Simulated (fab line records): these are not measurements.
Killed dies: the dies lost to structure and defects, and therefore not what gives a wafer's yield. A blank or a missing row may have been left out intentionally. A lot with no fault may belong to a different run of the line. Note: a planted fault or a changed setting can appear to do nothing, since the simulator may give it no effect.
Which tool was responsible?	flow n5_finfet	9 lots, 27 wafers sampled, at 3 steps of a route of 1938

## WHAT EACH GAUGE READ, for each wafer
N5_FIN_CUT_INSPECT_17: inspects for defects (brightfield).
lot	measured	on	raw_defect_count
L697	day 2 10:40	defect_inspect-02	230 397 282
L699	day 2 23:46	defect_inspect-01	483 530 517
L703	day 3 22:34	defect_inspect-02	579 488 460
L712	day 6 04:31	defect_inspect-02	263 306 161
L714	day 6 16:15	defect_inspect-01	283 257 144
L715	day 7 00:22	defect_inspect-01	311 288 283
L716	day 7 06:05	defect_inspect-02	189 240 294
L718	day 7 16:46	defect_inspect-02	292 245 185
L719	day 8 01:59	defect_inspect-01	291 264 302

## EACH LOT AND THE TOOL THAT RAN IT (in order: tool; ch and the chambers of the sampled wafers; start)
lot	N5_FIN_CUT_ETCH_21	N5_FIN_CUT_STRIP_22
L697	rie_diel-02 ch 0,3, day 2 09:51	rie_diel-04 ch 0,1,2, day 2 10:31
L699	rie_diel-02 ch 1,2, day 2 22:56	rie_diel-04 ch 1,2,3, day 2 23:36
L703	rie_diel-02 ch 0,1,2, day 3 21:43	rie_diel-04 ch 0,1,2, day 3 22:24
L712	rie_diel-02 ch 2,3, day 6 03:40	rie_diel-02 ch 1,3, day 6 04:21
L714	rie_diel-02 ch 1,2,3, day 6 15:35	rie_diel-06 ch 1,2, day 6 16:05
L715	rie_diel-06 ch 0,2,3, day 6 23:14	rie_diel-06 ch 1,2,3, day 7 00:12
L716	rie_diel-04 ch 1,2,3, day 7 05:11	rie_diel-04 ch 0,1,2, day 7 05:51
L718	rie_diel-04 ch 0,3, day 7 15:52	rie_diel-04 ch 0,2, day 7 16:32
L719	rie_diel-04 ch 1,2,3, day 8 01:05	rie_diel-02 ch 0,2,3, day 8 01:46
- N5_FIN_CUT_ETCH_21: etches SOC in N2/H2, target depth 219 nm, overetch 43.8 nm, time 523.5 s.
- N5_FIN_CUT_STRIP_22: strips in N2/H2.

## THE ANSWER, worked out from the rows above alone
Rule: the usual values come from the lots themselves. The widest of any qualifying gaps counts: lots, ordered by their means at a reading, are off when they make up no more than a third of the lots, leave a main group of 4 or more, and stand apart from it by 3 or more times the standard deviation of that group's means. A main group whose means are all the same, to the digits that the tables above print for the reading, isn't used. Also off: a lot with no number at a reading for which 4 or more lots have one. The other lots that the step has rows for count as sound.
Off: L699, L703, at N5_FIN_CUT_INSPECT_17 (raw_defect_count). For the main group the mean is 262 and the standard deviation 28.
If a tool, at a process step before that reading, ran all the lots that are off and no sound lot after the first of them, it fits. Gauges at N5_FIN_CUT_INSPECT_17: tried the same way as those tools. No candidate that was tried fits.

## WHAT THE SIMULATOR HAD INSERTED
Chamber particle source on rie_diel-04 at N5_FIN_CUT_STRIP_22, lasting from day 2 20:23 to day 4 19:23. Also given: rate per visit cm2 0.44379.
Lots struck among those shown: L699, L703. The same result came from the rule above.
